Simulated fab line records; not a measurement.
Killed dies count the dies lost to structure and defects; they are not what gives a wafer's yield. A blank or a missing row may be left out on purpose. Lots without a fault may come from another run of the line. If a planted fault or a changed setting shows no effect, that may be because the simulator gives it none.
Lot-split experiment | flow n5 finfet | 39 wafers read across 7 lots, on a route 1938 steps long

ABOUT THE SPLIT
At N5_SD_EPI_N_ETCH_45 (etches SiOCN in CH3F/O2, target depth 6 nm), the setting target depth a was moved away from the recipe's 60 angstrom on 12 of the 39 wafers read, by -38.4% to +54.1%. The other wafers ran this setting at the recipe's value.

The reading comes from the split's own step.

THE READING
etch.depth nm (the simulator's own value, which no gauge read), in nm, at N5_SD_EPI_N_ETCH_45 (etches SiOCN in CH3F/O2, target depth 6 nm). There is no usual value for it anywhere in the file. Here, 27 wafers ran the recipe; their average is 6.000 nm with a standard deviation of 0.098 nm.

wafer  | tool, chamber at the split | target depth a as run, angstrom | against the recipe | etch.depth nm, nm | against lot-mates on the recipe
L074.1 | rie diel-05, 3             | 60                              | recipe             | 6.07              | -
L074.2 | rie diel-05, 2             | 36.96                           | -38.4%             | 3.701             | -2.400
L074.3 | rie diel-05, 0             | 36.96                           | -38.4%             | 3.7               | -2.401
L074.4 | rie diel-05, 1             | 60                              | recipe             | 6.1               | -
L074.5 | rie diel-05, 1             | 60                              | recipe             | 6.133             | -
L074.6 | rie diel-05, 0             | 36.96                           | -38.4%             | 3.724             | -2.377
L075.1 | rie diel-05, 1             | 60                              | recipe             | 5.891             | -
L075.2 | rie diel-05, 2             | 60                              | recipe             | 5.798             | -
L075.3 | rie diel-05, 3             | 60                              | recipe             | 5.976             | -
L075.4 | rie diel-05, 0             | 60                              | recipe             | 5.885             | -
L075.5 | rie diel-05, 1             | 60                              | recipe             | 5.948             | -
L075.6 | rie diel-05, 0             | 60                              | recipe             | 5.897             | -
L082.1 | rie diel-04, 3             | 60                              | recipe             | 6.098             | -
L082.2 | rie diel-04, 2             | 69.94                           | +16.6%             | 7.141             | +1.027
L082.3 | rie diel-04, 1             | 69.94                           | +16.6%             | 6.983             | +0.869
L082.4 | rie diel-04, 0             | 60                              | recipe             | 6.088             | -
L082.5 | rie diel-04, 1             | 69.94                           | +16.6%             | 6.971             | +0.857
L082.6 | rie diel-04, 2             | 60                              | recipe             | 6.157             | -
L083.1 | rie diel-02, 2             | 60                              | recipe             | 5.959             | -
L083.2 | rie diel-02, 3             | 60                              | recipe             | 5.879             | -
L083.3 | rie diel-02, 0             | 60                              | recipe             | 6.07              | -
L083.4 | rie diel-02, 1             | 60                              | recipe             | 5.977             | -
L083.5 | rie diel-02, 0             | 60                              | recipe             | 6.028             | -
L083.6 | rie diel-02, 1             | 60                              | recipe             | 5.943             | -
L086.2 | rie diel-04, 2             | 60                              | recipe             | 6.054             | -
L086.3 | rie diel-04, 3             | 60                              | recipe             | 6.075             | -
L086.5 | rie diel-04, 1             | 60                              | recipe             | 5.969             | -
L094.1 | rie diel-04, 0             | 92.43                           | +54.1%             | 9.431             | +3.325
L094.2 | rie diel-04, 3             | 60                              | recipe             | 6.086             | -
L094.3 | rie diel-04, 2             | 60                              | recipe             | 6.141             | -
L094.4 | rie diel-04, 1             | 92.43                           | +54.1%             | 9.171             | +3.065
L094.5 | rie diel-04, 3             | 92.43                           | +54.1%             | 9.429             | +3.323
L094.6 | rie diel-04, 2             | 60                              | recipe             | 6.091             | -
L097.1 | rie diel-02, 1             | 42.73                           | -28.8%             | 4.216             | -1.681
L097.2 | rie diel-02, 3             | 60                              | recipe             | 5.857             | -
L097.3 | rie diel-02, 0             | 42.73                           | -28.8%             | 4.31              | -1.587
L097.4 | rie diel-02, 2             | 60                              | recipe             | 5.908             | -
L097.5 | rie diel-02, 2             | 60                              | recipe             | 5.926             | -
L097.6 | rie diel-02, 3             | 42.73                           | -28.8%             | 4.175             | -1.722

THE FIT
A straight line over all 39 wafers: etch.depth nm changes by +0.0612 nm for each +1% of target depth a; r = +1.00; the points scatter about the line by 0.097 nm.
The same after taking each lot's own level away (the mean of its wafers on the recipe; 39 wafers): +0.06 nm for each +1%; r = +1.00; scatter 0.07 nm.
That fit puts the effect of the largest move of target depth a on the reading at 3.2 nm.
From 5.8970 to 6.1143 nm: that is the span of the lots' own levels, equal to 2.2 times the standard deviation above.
The two slopes agree, so the slope changes little with the lot-to-lot level.
Check: with one of the wafers moved furthest among these (+54.1%) left out of the fit, the line predicts +3.21 nm for it against its lot-mates. It came out at +3.32 nm against them.

ADDITIONAL SPLITS CARRIED BY THESE WAFERS
Note: prior to the reading, these wafers also went through further splits. Each is held against what the fit with the lots' levels taken away leaves over:
other split on the same wafers          | wafers away from the commonest value | r with etch.depth nm (lot level and that fit taken away)
N5_ZERO_LAYER_DEVELOP_10 develop time s | 12                                   | -0.01
N5_FIN_SAQP_SPACER2_ALD_28 target thk a | 15                                   | +0.40

FILE'S OWN FIT
etch.depth nm changes by +0.06 nm for each +1% of target depth a, r = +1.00.
